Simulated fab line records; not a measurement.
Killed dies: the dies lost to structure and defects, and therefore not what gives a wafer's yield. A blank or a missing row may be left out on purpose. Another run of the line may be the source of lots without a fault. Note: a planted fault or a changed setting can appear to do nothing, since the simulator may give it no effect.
Chamber matching + flow nand_harc + NHARC_A_CHANNEL_FILL_D1_CMP_10 on cmp-03: 4 sister chambers
The step polishes, target thk 150 nm. 8 wafers are shown with their chamber, then 12 later ones without.

## WAFERS WITH THEIR CHAMBER
| wafer  | chamber | motor_current_A (A) | time_to_endpoint_s (s) |
|--------|---------|---------------------|------------------------|
| L082.6 | 3       | 11.3                | 12.7                   |
| L083.3 | 2       | 11.4                | 13.7                   |
| L084.2 | 1       | 10.6                | 11.8                   |
| L084.3 | 0       | 16.7                | 15.8                   |
| L084.6 | 3       | 11.0                | 13.3                   |
| L086.1 | 0       | 15.2                | 14.6                   |
| L086.3 | 1       | 11.2                | 9.3                    |
| L086.4 | 2       | 11.4                | 14.4                   |

## WAFERS WHOSE CHAMBER IS MISSING
| wafer  | motor_current_A (A) | time_to_endpoint_s (s) |
|--------|---------------------|------------------------|
| L087.4 | 11.0                | 12.9                   |
| L087.5 | 11.1                | 12.6                   |
| L087.6 | 16.6                | 17.1                   |
| L088.2 | 11.0                | 10.7                   |
| L088.4 | 15.7                | 16.5                   |
| L088.5 | 11.5                | 13.0                   |
| L089.2 | 15.8                | 13.9                   |
| L089.4 | 11.6                | 16.0                   |
| L089.6 | 11.4                | 13.0                   |
| L093.3 | 11.5                | 15.3                   |
| L093.4 | 10.8                | 13.8                   |
| L093.5 | 16.0                | 17.2                   |

## WHICH CHAMBER EACH ONE RAN IN
| wafer  | from the rows above          | in truth |
|--------|------------------------------|----------|
| L087.4 | can't be placed: 3 or 2      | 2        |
| L087.5 | can't be placed: 3 or 2 or 1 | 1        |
| L087.6 | 0                            | 0        |
| L088.2 | 1                            | 1        |
| L088.4 | 0                            | 0        |
| L088.5 | can't be placed: 3 or 2 or 1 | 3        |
| L089.2 | 0                            | 0        |
| L089.4 | can't be placed: 2 or 3      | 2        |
| L089.6 | can't be placed: 3 or 2      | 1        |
| L093.3 | can't be placed: 2 or 3      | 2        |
| L093.4 | can't be placed: 3 or 2      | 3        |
| L093.5 | 0                            | 0        |
5 of 12 placed correctly. From these rows, 7 cannot be placed; in 6 the true chamber is one of the candidates. Placed wrongly: 0.
How it was worked out, from the rows above alone: a wafer's distance from a chamber is the root of the sum, over the readings, of the square of ((its reading less the chamber's mean) divided by the reading's scatter). The wafer belongs to the nearest chamber; if the next one is less than 2 further off, it can't be placed. The mean given for a chamber averages the wafers shown for that chamber. The scatter: the root of (the sum of the squares of (reading less its chamber's mean) over the shown wafers, divided by (wafers less chambers)).
